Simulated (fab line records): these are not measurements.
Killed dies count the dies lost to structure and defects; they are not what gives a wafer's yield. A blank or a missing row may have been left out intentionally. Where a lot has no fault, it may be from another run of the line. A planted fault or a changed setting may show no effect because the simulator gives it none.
Matching of chambers -- flow nandHarc -- NHARC_A_STAIRCASE_DEP_156 on pecvd-03 has 3 sister chambers
The step deposits SiNx, target thk 50 nm. 22 wafers are shown with their chamber, then 11 later ones without.

## WAFERS, EACH WITH ITS CHAMBER
wafer,chamber,heaterPowerW (W),rfFwdPowerW (W)
L074.1,2,759,448.6
L074.2,0,688,447.9
L074.3,1,803,448.9
L075.2,1,758,448.0
L075.3,2,719,446.0
L075.4,1,776,447.4
L077.1,1,702,445.5
L077.3,1,731,445.4
L077.4,0,601,448.5
L084.4,2,778,447.1
L084.5,1,750,448.1
L084.6,0,743,450.2
L082.1,0,726,447.9
L082.2,2,763,447.5
L082.5,1,766,448.9
L087.1,0,663,448.2
L087.3,1,734,447.1
L087.5,2,797,448.6
L088.1,1,837,447.5
L088.4,2,729,446.1
L088.5,0,657,450.1
L089.1,2,628,449.8

SIGNATURES (means of the wafers above)
reading,chamber 0,chamber 1,chamber 2,scatter within a chamber
heaterPowerW,679.67,761.89,739.00,48.6
rfFwdPowerW,448.800,447.422,447.671,1.27
Rule: a wafer lies at a distance from a chamber equal to the root of the sum of squares, over the readings, of (its reading less the chamber's mean, divided by the reading's scatter). The wafer belongs to the nearest chamber; if the next one is less than 2 further off, it can't be placed. The scatter: take each reading less its chamber's mean, square it, sum over the shown wafers, divide by the number of wafers less the number of chambers, and take the root.

## WAFERS WITHOUT THEIR CHAMBER
wafer,heaterPowerW (W),rfFwdPowerW (W)
L089.3,548,449.1
L089.6,643,449.0
L094.2,738,447.0
L094.4,553,449.7
L094.5,727,444.8
L093.1,860,447.0
L093.3,745,449.7
L093.6,860,449.3
L097.3,642,447.6
L097.4,730,444.9
L097.6,641,449.7

## WHICH CHAMBER EACH WENT THROUGH
wafer,from the rows above,in truth
L089.3,can't be placed: 0 or 2 or 1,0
L089.6,can't be placed: 0 or 2 or 1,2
L094.2,can't be placed: 2 or 1 or 0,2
L094.4,can't be placed: 0 or 2 or 1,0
L094.5,can't be placed: 1 or 2 or 0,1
L093.1,can't be placed: 1 or 2 or 0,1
L093.3,can't be placed: 0 or 2 or 1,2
L093.6,can't be placed: 1 or 2 or 0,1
L097.3,can't be placed: 0 or 2 or 1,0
L097.4,can't be placed: 1 or 2 or 0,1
L097.6,can't be placed: 0 or 2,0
Placed correctly: 0 of 11. Unplaceable from these rows: 11, with the true chamber sitting among the candidates in 11. Wrongly placed: 0.
